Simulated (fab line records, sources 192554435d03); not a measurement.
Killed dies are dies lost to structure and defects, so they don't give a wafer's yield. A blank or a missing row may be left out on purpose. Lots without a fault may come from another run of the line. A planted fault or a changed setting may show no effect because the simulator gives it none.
Split-lot experiment | flow n5_finfet | 7 lots, 21 wafers read, on a route of 1938 steps

THE SPLIT
At N5_BEOL_M13_SPUTTER_44 (material Ta, target thk 10 nm, time 16.13 s), the setting power_w was moved away from the recipe's 15000 W on 12 of the 21 wafers read, by -15.3% to +12.1%. The other wafers ran this setting at the recipe's value.

The reading is taken at the split's own step.

THE READING
Ta_of_BEOL_M13_SPUTTER_44.thk_nm (the simulator's own value, which no gauge read), in nm, at N5_BEOL_M13_SPUTTER_44 (material Ta, target thk 10 nm, time 16.13 s). The file gives no usual value for it. The 9 wafers here that ran the recipe average 9.9 nm, standard deviation 0.13 nm.

wafer  | tool, chamber at the split | power_w as run, W | against the recipe | Ta_of_BEOL_M13_SPUTTER_44.thk_nm, nm | against lot-mates on the recipe
L075.1 | pvd_sputter-02, -          | 16820             | +12.1%             | 11.2                                 | +1.0
L075.5 | pvd_sputter-02, -          | 16820             | +12.1%             | 11.4                                 | +1.2
L075.6 | pvd_sputter-02, -          | 15000             | recipe             | 10.2                                 | -
L077.2 | pvd_sputter-01, -          | 15000             | recipe             | 9.8                                  | -
L077.4 | pvd_sputter-01, -          | 12920             | -13.9%             | 8.6                                  | -1.2
L077.5 | pvd_sputter-01, -          | 12920             | -13.9%             | 8.6                                  | -1.2
L081.2 | pvd_sputter-02, -          | 15000             | recipe             | 10                                   | -
L081.4 | pvd_sputter-02, -          | 15000             | recipe             | 10                                   | -
L081.6 | pvd_sputter-02, -          | 15000             | recipe             | 10                                   | -
L090.4 | pvd_sputter-01, -          | 12700             | -15.3%             | 8.6                                  | no lot-mate on the recipe
L090.5 | pvd_sputter-01, -          | 12700             | -15.3%             | 8.6                                  | no lot-mate on the recipe
L090.6 | pvd_sputter-01, -          | 12700             | -15.3%             | 8.8                                  | no lot-mate on the recipe
L091.3 | pvd_sputter-02, -          | 15000             | recipe             | 9.8                                  | -
L091.5 | pvd_sputter-02, -          | 13600             | -9.3%              | 9.2                                  | -0.6
L091.6 | pvd_sputter-02, -          | 13600             | -9.3%              | 9.2                                  | -0.6
L092.1 | pvd_sputter-03, -          | 15000             | recipe             | 9.8                                  | -
L092.3 | pvd_sputter-03, -          | 15000             | recipe             | 9.8                                  | -
L092.4 | pvd_sputter-03, -          | 13600             | -9.3%              | 8.8                                  | -1.0
L093.1 | pvd_sputter-01, -          | 16150             | +7.7%              | 10.8                                 | +0.8
L093.3 | pvd_sputter-01, -          | 16150             | +7.7%              | 10.8                                 | +0.8
L093.6 | pvd_sputter-01, -          | 15000             | recipe             | 10                                   | -

THE FIT
A straight line over all 21 wafers: Ta_of_BEOL_M13_SPUTTER_44.thk_nm changes by +0.0965 nm for each +1% of power_w; r = +0.98; the points scatter about the line by 0.16 nm.
The same after taking each lot's own level away (the mean of its wafers on the recipe; 18 wafers): +0.0882 nm for each +1%; r = +0.99; scatter 0.1 nm.
On that fit, the largest move of power_w shifts the reading by 1.4 nm.
The lots' own levels span 9.80 to 10.20 nm, that is 3.0 times the standard deviation above.
So the lot-to-lot level changes the slope little: the two slopes agree.
Check: with one of the wafers moved furthest among these (-13.9%) left out of the fit, the line predicts -1.19 nm for it against its lot-mates. It came out at -1.2 nm against them.

OTHER SPLITS ON THESE WAFERS
These wafers also went through other splits before the reading. Each is held against what the fit with the lots' levels taken away leaves over:
other split on the same wafers    | wafers away from the commonest value | r with Ta_of_BEOL_M13_SPUTTER_44.thk_nm (lot level and that fit taken away)
N5_BEOL_M11_PEB_26 peb_time_s     | 7                                    | +0.28
N5_BEOL_M11_TRENCH_ETCH_37 bias_w | 9                                    | -0.13
N5_BEOL_M12_ETCH_68 time_s        | 8                                    | +0.10
N5_BEOL_M13_COAT_65 spin_rpm      | 7                                    | -0.16

THE FILE'S OWN FIT
Ta_of_BEOL_M13_SPUTTER_44.thk_nm changes by +0.0892 nm for each +1% of power_w, r = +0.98.
